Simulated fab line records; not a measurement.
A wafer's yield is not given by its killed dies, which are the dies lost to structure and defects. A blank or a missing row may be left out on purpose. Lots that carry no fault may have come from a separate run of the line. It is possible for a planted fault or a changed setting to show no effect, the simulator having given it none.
fab line records	flow n5-finfet
record lots=6	wafers=16	last-day=18
route steps=1938 shown FIN_CUT@161 BEOL_M4@1111 PASSIVATION@1936
lots with no fault: from the same line, run without faults
start-h: hours from the record's opening day to when the first of the lot's shown wafers began	wait-h: hours from the lot's prior step to this one	" unchanged from the row above	L1.1+2: one row covering several wafers at once	- no value, or no start given	* or withheld: withheld	< > ~ a bound
route shown NAME@n: NAME is a module with steps in the file, n the number in the route of the first one	usual: average and standard deviation across the fault-free wafers	same: alike in all rows	chamber/n: place in a boat	sites: each site's reading	_std_site: their standard deviation	_edge_site: mean of outer sites minus mean of inner sites	radius-mm: how far each site lies from the wafer's centre	mask NAME#n: copy n	behind: the tool/chamber that last shaped the wafer	hold: what put the lot on hold/how long, in hours/how the hold closed	device: names the non-switching transistor (n, p or np)	end of line: tests of these same wafers at the route's end	a step with no rows: only its recipe	killed: count of dies lost to structure and defects at first sort (not the wafer's yield)	map: shows each die of a wafer: x if killed, . if not, _ if none is there
set.NAME: setting as actually run; set.NAME@STEP: the setting as run at that earlier step	model.NAME: the simulator's own value behind a step, which no gauge read
a table for each step, a row for each wafer; lots at some steps of the route
services: the hour from which a tool's chamber was out of use, counted from the record's first day as start-h (under 0 if before that day), plus the number of hours and why
## steps
# step N5_FIN_CUT_PEB_06
# recipe peb-temp-c=100	peb-time-s=60	resist=CAR-EUV
# step N5_FIN_CUT_DEVELOP_07
# recipe develop-time-s=30	developer=TMAH	resist=CAR-EUV	rinse-liquid=surfactant-rinse	dry=air-spin	dev-temp-c=23
# step N5_FIN_CUT_CD_MEAS_08
# recipe target-cd-nm=29.1	landing-energy-ev=500	detector=se-inlens	polarity=opening
# usual cd-nm=29.11/0.21
lot.wafer	tool	chamber	start-h	wait-h	cd-nm
L677.1	cd-sem-01	0	32.62	-	29.38
L677.2	"	0	"	"	29.25
L677.5	"	0	"	"	29.18
L679.2	cd-sem-03	0	46.27	-	29.07
L679.4	"	0	"	"	29.33
L679.6	"	0	"	"	29.03
L685.1	cd-sem-02	0	80.75	-	29.15
L685.6	"	0	"	"	29.12
L688.1	cd-sem-03	0	108.30	-	28.95
L688.6	"	0	"	"	28.75
L695.1	cd-sem-01	0	141.91	-	29.24
L695.2	"	0	"	"	29.05
L695.6	"	0	"	"	29.34
L699.2	cd-sem-03	0	167.79	-	29.31
L699.3	"	0	"	"	29.50
L699.6	"	0	"	"	29.50
# step N5_FIN_CUT_OVL_MEAS_09
# recipe points-per-wafer=522
# usual FIN_CUT_OVL=0.1/0.66
lot.wafer	tool	chamber	start-h	wait-h	FIN_CUT_OVL[nm]
L677.1	overlay-02	0	32.65	0.0	0.3
L677.2	"	0	"	"	-0.3
L677.5	"	0	"	"	0.8
L679.2	overlay-02	0	46.31	0.0	0.4
L679.4	"	0	"	"	-0.7
L679.6	"	0	"	"	-0.9
L685.1	overlay-01	0	80.78	0.0	-1.0
L685.6	"	0	"	"	-0.8
L688.1	overlay-01	0	108.34	0.0	0.9
L688.6	"	0	"	"	-0.2
L695.1	overlay-02	0	141.94	0.0	-0.3
L695.2	"	0	"	"	-0.8
L695.6	"	0	"	"	0.0
L699.2	overlay-02	0	167.82	0.0	-0.8
L699.3	"	0	"	"	-0.5
L699.6	"	0	"	"	0.0
# step N5_FIN_CUT_INSPECT_10
# recipe mode=adi	inspect-instrument=brightfield
# usual raw-defect-count=43/12
lot.wafer	tool	chamber	start-h	wait-h	raw-defect-count
L677.1	defect-inspect-02	-	32.71	0.1	78
L677.2	"	-	"	"	53
L677.5	"	-	"	"	41
L679.2	defect-inspect-02	-	46.36	0.0	57
L679.4	"	-	"	"	38
L679.6	"	-	"	"	33
L685.1	defect-inspect-02	-	80.84	0.1	33
L685.6	"	-	"	"	29
L688.1	defect-inspect-02	-	108.39	0.1	59
L688.6	"	-	"	"	40
L695.1	defect-inspect-01	-	142.01	0.1	55
L695.2	"	-	"	"	34
L695.6	"	-	"	"	37
L699.2	defect-inspect-01	-	167.88	0.0	19
L699.3	"	-	"	"	34
L699.6	"	-	"	"	21
# step N5_FIN_CUT_DESCUM_13
# recipe chemistry=O2	time-s=7	source-power-w=50	bias-power-w=20	pressure-mtorr=20	rf-frequency-hz=2.712e+07	temp-c=40	resist=CAR-EUV	o2-flow-sccm=225
# usual drypump-motor-current-A=5.7/0.5	o2-flow-sccm=225.0/0.69	oes-product-au=0.76/0.072	rf-vpp-V=243.3/1.2	showerhead-plenum-p-Torr=2.10/0.065	throttle-valve-pct=20.5/0.32
lot.wafer	tool	chamber	start-h	wait-h	drypump-motor-current-A	o2-flow-sccm	oes-product-au	rf-hours-counter-h	rf-vpp-V	showerhead-plenum-p-Torr	throttle-valve-pct
L677.1	rie-diel-04	0	33.04	0.3	5.5	224.2	0.72	206	242.9	2.09	21.0
L677.2	"	1	"	"	6.5	225.4	0.84	64	243.3	2.14	20.2
L677.5	"	2	"	"	6.1	224.3	0.72	-	244.3	2.18	20.8
L679.2	rie-diel-04	3	46.41	0.0	5.3	224.6	0.74	170	244.4	2.18	20.2
L679.4	"	0	"	"	5.6	224.7	0.71	212	242.4	2.09	21.0
L679.6	"	1	"	"	6.5	224.5	0.83	-	242.8	2.14	20.2
L685.1	rie-diel-04	3	80.88	0.0	5.3	225.2	0.74	180	244.5	2.17	20.2
L685.6	"	1	"	"	6.5	225.7	0.81	-	243.2	2.14	20.2
L688.1	rie-diel-04	2	108.43	0.0	6.1	224.2	0.71	201	243.7	2.17	20.9
L688.6	"	3	"	"	5.3	226.1	0.73	-	243.9	2.17	20.3
L695.1	rie-diel-06	0	142.06	0.1	5.3	225.2	0.88	44	242.9	2.06	20.7
L695.2	"	2	"	"	4.8	225.8	0.67	241	244.8	2.15	20.6
L695.6	"	2	"	"	4.8	225.5	0.67	-	243.5	2.15	20.6
L699.2	rie-diel-06	3	168.10	0.2	5.3	224.4	0.74	160	242.1	1.98	20.6
L699.3	"	0	"	"	5.3	223.8	0.87	54	242.6	2.05	20.7
L699.6	"	0	"	"	5.3	223.7	0.85	-	242.8	2.05	20.7
# step N5_FIN_CUT_ETCH_30
# recipe chemistry=N2/H2	target=underlayer	target-depth-a=130	mask-material=CAR-EUV	time-s=10.4	ion-energy-ev=200	pressure-mtorr=30	source-w=840	bias-w=150	n2-flow-sccm=200	h2-flow-sccm=200	ends=cleared
# usual drypump-motor-current-A=5.7/0.5	etch-rf-on-time-s=10.53/0.3	oes-product-au=0.65/0.062	rf-vpp-V=524.0/2.2	showerhead-plenum-p-Torr=2.55/0.081	throttle-valve-pct=18.0/0.34
lot.wafer	tool	chamber	start-h	wait-h	drypump-motor-current-A	etch-rf-on-time-s	oes-product-au	rf-hours-counter-h	rf-vpp-V	showerhead-plenum-p-Torr	throttle-valve-pct
L677.1	rie-diel-04	0	33.07	0.0	5.6	10.81	0.61	206	523.0	2.52	18.3
L677.2	"	1	"	"	6.5	10.39	0.71	64	525.9	2.58	17.4
L677.5	"	2	"	"	6.1	10.71	0.60	-	526.6	2.66	18.4
L679.2	rie-diel-04	3	46.44	0.0	5.3	10.31	0.64	170	526.9	2.67	17.9
L679.4	"	0	"	"	5.6	10.71	0.60	212	522.9	2.52	18.4
L679.6	"	1	"	"	6.5	10.29	0.71	-	525.9	2.57	17.4
L685.1	rie-diel-04	3	80.91	0.0	5.3	10.69	0.62	180	526.6	2.66	17.9
L685.6	"	1	"	"	6.5	10.48	0.69	-	523.4	2.57	17.5
L688.1	rie-diel-04	2	108.46	0.0	6.1	10.54	0.60	201	525.8	2.65	18.4
L688.6	"	3	"	"	5.3	10.58	0.62	-	526.7	2.66	17.9
L695.1	rie-diel-06	0	142.10	0.0	5.3	10.46	0.73	44	522.5	2.49	18.1
L695.2	"	2	"	"	4.8	10.70	0.57	241	526.0	2.62	18.0
L695.6	"	2	"	"	4.8	10.70	0.56	-	525.1	2.62	18.0
L699.2	rie-diel-06	3	168.13	0.0	5.3	10.06	0.65	160	521.5	2.44	18.3
L699.3	"	0	"	"	5.4	10.55	0.72	54	522.3	2.48	18.1
L699.6	"	0	"	"	5.3	10.50	0.73	-	522.1	2.48	18.1
# step N5_FIN_CUT_ETCH_20
# recipe chemistry=CF4	target=SiARC	target-depth-a=260	mask-material=CAR-EUV	time-s=43.3	ion-energy-ev=80	pressure-mtorr=40	source-w=545	bias-w=36	Ar_flow_sccm=100	cf4-flow-sccm=100	ends=cleared
# usual drypump-motor-current-A=5.7/0.5	etch-rf-on-time-s=43.8/1.2	oes-product-au=0.65/0.062	rf-vpp-V=184.1/1.1	showerhead-plenum-p-Torr=2.15/0.058	throttle-valve-pct=15.72/0.3
lot.wafer	tool	chamber	start-h	wait-h	drypump-motor-current-A	etch-rf-on-time-s	oes-product-au	rf-hours-counter-h	rf-vpp-V	showerhead-plenum-p-Torr	throttle-valve-pct
L677.1	rie-diel-04	0	33.09	0.0	5.6	44.5	0.61	206	185.0	2.13	16.08
L677.2	"	1	"	"	6.5	43.6	0.71	64	184.7	2.16	15.24
L677.5	"	2	"	"	6.1	44.8	0.61	-	184.9	2.22	15.94
L679.2	rie-diel-04	3	46.46	0.0	5.3	43.7	0.63	170	184.7	2.23	15.53
L679.4	"	0	"	"	5.6	44.4	0.61	212	184.0	2.13	16.07
L679.6	"	1	"	"	6.5	43.8	0.70	-	183.5	2.16	15.28
L685.1	rie-diel-04	3	80.93	0.0	5.3	43.5	0.63	180	183.3	2.23	15.54
L685.6	"	1	"	"	6.5	42.8	0.70	-	183.2	2.16	15.30
L688.1	rie-diel-04	2	108.48	0.0	6.1	44.4	0.60	201	184.2	2.22	15.97
L688.6	"	3	"	"	5.3	44.5	0.61	-	184.9	2.22	15.55
L695.1	rie-diel-06	0	142.12	0.0	5.4	43.5	0.74	44	184.9	2.10	15.72
L695.2	"	2	"	"	4.8	45.0	0.57	241	184.5	2.21	15.82
L695.6	"	2	"	"	4.8	45.5	0.56	-	184.6	2.21	15.80
L699.2	rie-diel-06	3	168.15	0.0	5.3	42.3	0.64	160	183.3	2.07	15.97
L699.3	"	0	"	"	5.3	43.9	0.72	54	183.3	2.10	15.74
L699.6	"	0	"	"	5.3	44.0	0.72	-	182.7	2.10	15.74
# step N5_FIN_CUT_ETCH_21
# recipe chemistry=N2/H2	target=SOC	target-depth-a=2190	overetch-a=438	mask-material=SiARC	temp-c=40	ion-energy-ev=100	bias-w=61	time-s=523.5	pressure-mtorr=30	source-w=850	n2-flow-sccm=200	h2-flow-sccm=200
# step N5_FIN_CUT_STRIP_23
# recipe chemistry=N2/H2	temp-c=40	n2-flow-sccm=200	h2-flow-sccm=200	rf-frequency-hz=6e+07
# step N5_FIN_CUT_STRIP_31
# recipe chemistry=N2/H2	temp-c=40	n2-flow-sccm=200	h2-flow-sccm=200	rf-frequency-hz=6e+07
# step N5_FIN_CUT_STRIP_24
# recipe chemistry=CF4	resist=SiARC	power-w=300	bias-power-w=75	pressure-mtorr=50	cf4-flow-sccm=150	rf-frequency-hz=6e+07
# usual drypump-motor-current-A=5.7/0.5	oes-product-au=0.75/0.066	rf-vpp-V=271.2/1.4	showerhead-plenum-p-Torr=1.80/0.045	throttle-valve-pct=13.70/0.28
lot.wafer	tool	chamber	start-h	wait-h	drypump-motor-current-A	oes-product-au	rf-hours-counter-h	rf-vpp-V	showerhead-plenum-p-Torr	throttle-valve-pct
L677.1	rie-diel-04	0	33.45	0.0	5.6	0.72	206	270.9	1.79	14.08
L677.2	"	1	"	"	6.5	0.83	65	271.5	1.83	13.30
L677.5	"	2	"	"	6.1	0.72	-	270.9	1.86	13.87
L679.2	rie-diel-04	3	48.68	1.9	5.3	0.74	170	273.1	1.86	13.47
L679.4	"	0	"	"	5.6	0.72	212	270.0	1.79	14.09
L679.6	"	1	"	"	6.5	0.82	-	272.6	1.82	13.31
L685.1	rie-diel-04	3	81.29	0.0	5.3	0.73	180	272.8	1.85	13.48
L685.6	"	1	"	"	6.5	0.80	-	270.9	1.82	13.34
L688.1	rie-diel-04	2	108.85	0.0	6.1	0.70	202	271.7	1.85	13.93
L688.6	"	3	"	"	5.3	0.72	-	271.4	1.85	13.50
L695.1	rie-diel-06	0	142.48	0.0	5.3	0.86	45	269.9	1.77	13.68
L695.2	"	2	"	"	4.8	0.67	242	272.0	1.83	13.73
L695.6	"	2	"	"	4.8	0.67	-	271.1	1.83	13.73
L699.2	rie-diel-06	3	168.52	0.0	5.3	0.74	160	269.0	1.73	13.93
L699.3	"	3	"	"	5.3	0.74	-	268.8	1.73	13.91
L699.6	"	1	"	"	5.1	0.95	-	272.3	1.91	13.27
# step N5_FIN_CUT_CUT_ETCH_26
# recipe chemistry=CH3F/O2	target=SiNx	target-depth-a=390	mask-material=SOC	time-s=55.7	pressure-mtorr=30	source-w=395	bias-w=73	Ar_flow_sccm=150	CH3F_flow_sccm=30	O2_flow_sccm=20	ion-energy-ev=120
# usual O2_flow_sccm=19.99/0.065	drypump-motor-current-A=5.7/0.5	oes-product-au=0.76/0.073	rf-vpp-V=299/8.9	showerhead-plenum-p-Torr=2.01/0.062	throttle-valve-pct=16.5/0.32
lot.wafer	tool	chamber	start-h	wait-h	O2_flow_sccm	drypump-motor-current-A	oes-product-au	rf-hours-counter-h	rf-vpp-V	showerhead-plenum-p-Torr	throttle-valve-pct	model.etch.depth-nm	model.SOC_of_FIN_CUT_COAT_18.thk-nm
L677.1	rie-diel-04	0	33.47	0.0	19.95	5.6	0.71	206	293	1.98	16.8	37.71	212.8
L677.2	"	1	"	"	19.97	6.5	0.84	65	316	2.01	15.9	39.49	211.8
L677.5	"	2	"	"	20.05	6.1	0.72	-	298	2.08	16.7	37.97	212
L679.2	rie-diel-04	3	48.70	0.0	19.97	5.3	0.74	170	303	2.10	16.3	38.91	211.2
L679.4	"	0	"	"	20.01	5.5	0.70	212	292	1.98	16.8	37.52	211.8
L679.6	"	1	"	"	20.04	6.5	0.84	-	317	2.01	15.9	39.32	210.2
L685.1	rie-diel-04	3	81.31	0.0	19.99	5.3	0.73	180	301	2.09	16.3	38.24	211.2
L685.6	"	1	"	"	19.97	6.5	1.13	-	317	2.00	16.0	62.78	199
L688.1	rie-diel-04	2	108.87	0.0	20.09	6.1	0.70	202	298	2.07	16.7	38.22	211.2
L688.6	"	3	"	"	20.09	5.3	1.00	-	301	2.09	16.4	61.65	200
L695.1	rie-diel-06	0	142.50	0.0	19.95	5.3	0.86	45	301	1.95	16.4	38.9	211.4
L695.2	"	2	"	"	20.04	4.8	0.66	242	295	2.07	16.6	37.78	211.6
L695.6	"	2	"	"	20.00	4.8	0.66	-	294	2.07	16.6	37.78	211.2
L699.2	rie-diel-06	3	168.55	0.0	19.96	5.3	0.75	160	290	1.92	16.7	39.43	210.6
L699.3	"	3	"	"	19.84	5.3	0.74	-	290	1.92	16.7	39.23	210.8
L699.6	"	1	"	"	19.98	5.1	0.96	-	310	2.14	16.1	39.27	210.8
# step N5_FIN_CUT_CUT_ETCH_27
# recipe chemistry=CHF3/O2	target=SiO2	target-depth-a=40	mask-material=SOC	overetch-a=20	time-s=4.9	pressure-mtorr=30	source-w=650	bias-w=170	Ar_flow_sccm=200	CHF3_flow_sccm=50	O2_flow_sccm=5	ion-energy-ev=200
# step N5_FIN_CUT_PRECLEAN_35
# recipe time-s=13.3	temp-c=45	pressure-torr=125	p-hf-torr=3	p-coreactant-torr=25	chemistry=vHF
# step N5_FIN_CUT_CUT_ETCH_15
# recipe chemistry=HBr/Cl2/O2	target=Si	target-depth-a=1000	bt-time-s=10	mask-material=SOC	time-s=42.4	ion-energy-ev=*	bias-w=*	pressure-mtorr=10	icp-w=800	HBr_flow_sccm=150	Cl2_flow_sccm=80	O2_flow_sccm=12
# step N5_FIN_CUT_CUT_ETCH_28
# recipe chemistry=HBr/Cl2/O2	target=Si	target-depth-a=60	mask-material=SOC	time-s=2.4	ion-energy-ev=*	bias-w=*	pressure-mtorr=10	icp-w=800	HBr_flow_sccm=150	Cl2_flow_sccm=80	O2_flow_sccm=12
# usual O2_flow_sccm=12.00/0.036	drypump-motor-current-A=5.7/0.46	oes-product-au=1.002/0.012	throttle-valve-pct=37.3/0.34
lot.wafer	tool	chamber	start-h	wait-h	O2_flow_sccm	drypump-motor-current-A	oes-product-au	rf-hours-counter-h	throttle-valve-pct	model.SOC_of_FIN_CUT_COAT_18.thk-nm
L677.1	rie-si-04	1	33.72	0.0	11.98	5.5	1.017	66	37.2	169.8
L677.2	"	2	"	"	11.98	5.1	1.000	125	37.3	171
L677.5	"	2	"	"	11.95	5.1	1.010	-	37.3	171.4
L679.2	rie-si-04	1	48.95	0.0	11.96	5.5	1.018	66	37.2	168.4
L679.4	"	0	"	"	12.03	5.9	0.990	146	38.1	168.6
L679.6	"	1	"	"	12.03	5.5	1.015	-	37.2	166.8
L685.1	rie-si-06	0	81.56	0.0	12.07	5.8	0.997	116	37.6	167.6
L685.6	"	2	"	"	12.01	5.7	0.985	-	37.1	157
L688.1	rie-si-01	1	109.84	0.0	11.99	5.2	1.018	61	37.9	170
L688.6	"	3	"	"	12.01	5.1	0.992	-	37.4	156.8
L695.1	rie-si-04	1	142.75	0.0	11.96	5.5	1.016	68	37.2	167.8
L695.2	"	2	"	"	12.04	5.1	1.014	127	37.3	171.2
L695.6	"	1	"	"	12.04	5.5	1.013	-	37.2	167.4
L699.2	rie-si-01	3	168.85	0.0	12.01	5.1	0.990	171	37.4	167.4
L699.3	"	2	"	"	12.04	5.8	1.013	77	37.2	168.8
L699.6	"	0	"	"	12.07	5.5	0.995	-	37.3	170
# step N5_FIN_CUT_STRIP_22
# recipe chemistry=N2/H2	power-w=500	temp-c=40	pressure-mtorr=50	rf-frequency-hz=6e+07	overash-fraction=0.3	bias-power-w=8	h2-frac=0.5	n2-flow-sccm=300	h2-flow-sccm=300
# usual drypump-motor-current-A=5.5/0.45	oes-product-au=0.77/0.081	rf-vpp-V=54.2/2.4	showerhead-plenum-p-Torr=3.32/0.098	throttle-valve-pct=19.1/0.42
lot.wafer	tool	chamber	start-h	wait-h	drypump-motor-current-A	oes-product-au	rf-hours-counter-h	rf-vpp-V	showerhead-plenum-p-Torr	throttle-valve-pct
L677.1	rie-diel-04	0	33.82	0.1	5.5	0.74	206	56.6	3.33	19.5
L677.2	"	2	"	"	6.1	0.73	180	57.6	3.51	19.7
L677.5	"	2	"	"	6.1	0.74	-	55.9	3.51	19.8
L679.2	rie-diel-04	1	49.02	0.0	6.5	0.82	70	56.1	3.40	18.3
L679.4	"	3	"	"	5.3	0.74	170	59.1	3.52	19.1
L679.6	"	3	"	"	5.3	0.75	-	50.1	3.52	19.1
L685.1	rie-diel-02	3	81.63	0.0	5.1	0.81	108	52.3	3.23	19.1
L685.6	"	0	"	"	6.0	0.80	-	53.2	3.33	19.1
L688.1	rie-diel-02	2	109.91	0.0	5.8	0.68	205	50.8	3.35	18.6
L688.6	"	1	"	"	5.9	0.88	-	52.0	3.27	18.3
L695.1	rie-diel-06	0	142.85	0.1	5.3	0.87	45	57.0	3.29	19.1
L695.2	"	3	"	"	5.2	0.74	151	52.9	3.23	19.7
L695.6	"	0	"	"	5.4	0.85	-	55.8	3.29	19.2
L699.2	rie-diel-04	1	169.06	0.2	6.5	0.78	105	54.1	3.38	18.4
L699.3	"	3	"	"	5.3	0.72	205	51.2	3.50	19.1
L699.6	"	3	"	"	5.2	0.74	-	52.8	3.50	19.1
# step N5_BEOL_M4_RC_MEAS_101
# usual DIBL_N=35.4/2.1	DIBL_P=34.8/2.6	IOFF_N=0.15/0.037	IOFF_P=0.19/0.037	ION_N=677/16	ION_P=462/9.3	SS_N=71.4/0.75	SS_P=72.9/0.77	VT_N=250/3.7	VT_P=-251/3.5
lot.wafer	tool	chamber	start-h	wait-h	DIBL_N[mV/V]	DIBL_P[mV/V]	IOFF_N[nA/um]	IOFF_P[nA/um]	ION_N[uA/um]	ION_P[uA/um]	SS_N[mV/dec]	SS_P[mV/dec]	VT_N[mV]	VT_P[mV]
L677.1	prober-02	0	183.59	0.0	31.6	28.4	0.09	0.16	664	473	70.1	72.4	255	-252
L677.2	"	0	"	"	35.5	33.2	0.14	0.21	680	470	71.0	72.9	250	-249
L677.5	"	0	"	"	34.3	31.4	0.13	0.18	680	463	70.9	72.7	248	-249
L679.2	prober-02	0	198.60	0.3	38.4	39.8	0.20	0.25	699	473	72.0	73.6	247	-249
L679.4	"	0	"	"	33.5	34.8	0.13	0.17	679	465	70.9	72.8	254	-252
L679.6	"	0	"	"	31.5	30.8	0.09	0.12	658	453	69.6	71.7	254	-258
L685.1	prober-01	0	230.41	0.0	36.5	38.0	0.17	0.20	672	455	71.6	73.8	247	-252
L685.6	"	0	"	"	33.4	34.1	0.12	0.16	664	454	71.1	72.7	252	-254
L688.1	prober-02	0	258.33	0.0	33.6	33.6	0.15	0.20	688	480	70.6	72.4	246	-248
L688.6	"	0	"	"	37.6	36.2	0.22	0.23	688	464	72.7	73.0	245	-248
L695.1	prober-01	0	286.34	0.0	35.6	35.4	0.15	0.19	678	460	72.1	72.7	250	-251
L695.2	"	0	"	"	34.9	35.1	0.15	0.18	677	463	71.4	72.9	250	-250
L695.6	"	0	"	"	34.7	34.9	0.14	0.19	680	466	71.5	73.0	248	-251
L699.2	prober-02	0	326.19	0.2	36.8	37.0	0.18	0.19	703	462	72.1	73.5	248	-252
L699.3	"	0	"	"	34.6	36.3	0.15	0.20	689	468	71.3	72.6	247	-252
L699.6	"	0	"	"	33.5	32.9	0.12	0.15	680	463	71.7	72.2	251	-256
# step N5_PASSIVATION_PROBE_49
# usual defect-limited-yield=90.5/1.7	killed_at_M0_to_M3=37/12	killed_at_M4_up=14/5.2	killed-at-contacts=12/5.9	killed-at-front-end=45/14	killed-at-other=3.5/2.8	killed-dies=112/21	killed-open=73/15	killed-short=36/8.9	sort_bin_5_function=5.6/1.2	sort_bin_6_memory=3.5/0.68	sort-n-pass=1068/21	sort-yield-pct=90.5/1.8
# same gross-dies=1180	killed-at-back-side=0	sort_bin_4_leakage[%]=0	sort_bin_8_speed[%]=0
lot.wafer	tool	chamber	start-h	wait-h	defect-limited-yield[%]	killed_at_M0_to_M3	killed_at_M4_up	killed-at-contacts	killed-at-front-end	killed-at-other	killed-dies	killed-open	killed-short	sort_bin_5_function[%]	sort_bin_6_memory[%]	sort-n-pass	sort-yield-pct[%]
L688.1	prober-02	-	371.75	0.0	92.4	20	18	14	34	4	90	59	31	4.2	3.3	1090	92.4
L688.6	prober-02	-	372.00	0.3	92.0	31	15	22	24	2	94	60	29	5.0	3.0	1086	92.0
# killed by level:class
L688.1 STI_FIN_REVEAL:geometric-particle:open=9 MOL_CONTACT_COAG:geometric-particle:open=8 BEOL_M3:geometric-particle:open=8 FIN_SAQP:geometric-particle:open=7 GATE_CUT:geometric-particle:short=7 MOL_CONTACT_COAG:geometric-particle:short=6 FIN_SAQP:geometric-particle:short=4 BEOL_M1:geometric-particle:open=4
L688.6 MOL_CONTACT_COAG:geometric-particle:open=15 BEOL_M1:geometric-particle:open=6 BEOL_M4:geometric-particle:open=6 FIN_SAQP:geometric-particle:open=5 BEOL_M0_SAQP:geometric-particle:short=5 BEOL_M3:geometric-particle:open=5 STARTING-WAFER:geometric-particle:short=4 GATE_CUT:geometric-particle:open=3
## services
tool	chamber	start-h	hours	kind
rie-si-04	1	17.06	1.2	repair
rie-diel-04	3	21.75	5.6	repair
rie-diel-02	-	27.88	28.1	pm
rie-si-06	-	30.86	3.4	repair
rie-si-06	-	48.18	0.7	repair
rie-si-04	-	52.54	0.4	repair
rie-diel-02	3	87.44	2.6	repair
rie-si-04	-	98.68	2.8	pm
rie-diel-04	2	109.23	1.6	repair
rie-diel-06	2	112.41	19.7	repair
rie-si-04	2	120.20	5.0	repair
rie-diel-04	0	138.95	5.4	repair
rie-diel-06	1	140.33	-	clean
rie-diel-06	1	140.33	-	consumable-replace:focus-ring
rie-diel-06	1	140.33	-	consumable-replace:showerhead
rie-diel-06	1	140.33	18.2	scheduled-down
rie-diel-06	1	140.33	18.2	vent-cycle
rie-si-06	3	152.88	15.1	repair
rie-diel-06	2	165.75	-	clean
rie-diel-06	2	165.75	-	consumable-replace:focus-ring
rie-diel-06	2	165.75	18.1	scheduled-down
rie-diel-06	2	165.75	18.1	vent-cycle
## key
first-sign step=N5_FIN_CUT_CUT_ETCH_26	reading=oes-product-au	direction=up	sigmas=4.2	usual=0.76	struck=1.07
effect none on later readings
model-effect step=N5_FIN_CUT_CUT_ETCH_26	value=etch.depth-nm	without=38.88	struck=62.21
model-effect step=N5_FIN_CUT_CUT_ETCH_28	value=SOC_of_FIN_CUT_COAT_18.thk-nm	without=168	struck=156.9
met-at N5_FIN_CUT_CUT_ETCH_26
struck-wafers L685.6,L688.6
onset-between 48.70 81.31
fault kind=process-parameter-drift	tool=rie-diel-04	chamber=-	onset-h=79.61	steps=N5_FIN_CUT_CUT_ETCH_26	channel=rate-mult	offset=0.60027	shape=step	end-h=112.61	scope=struck-wafers-only
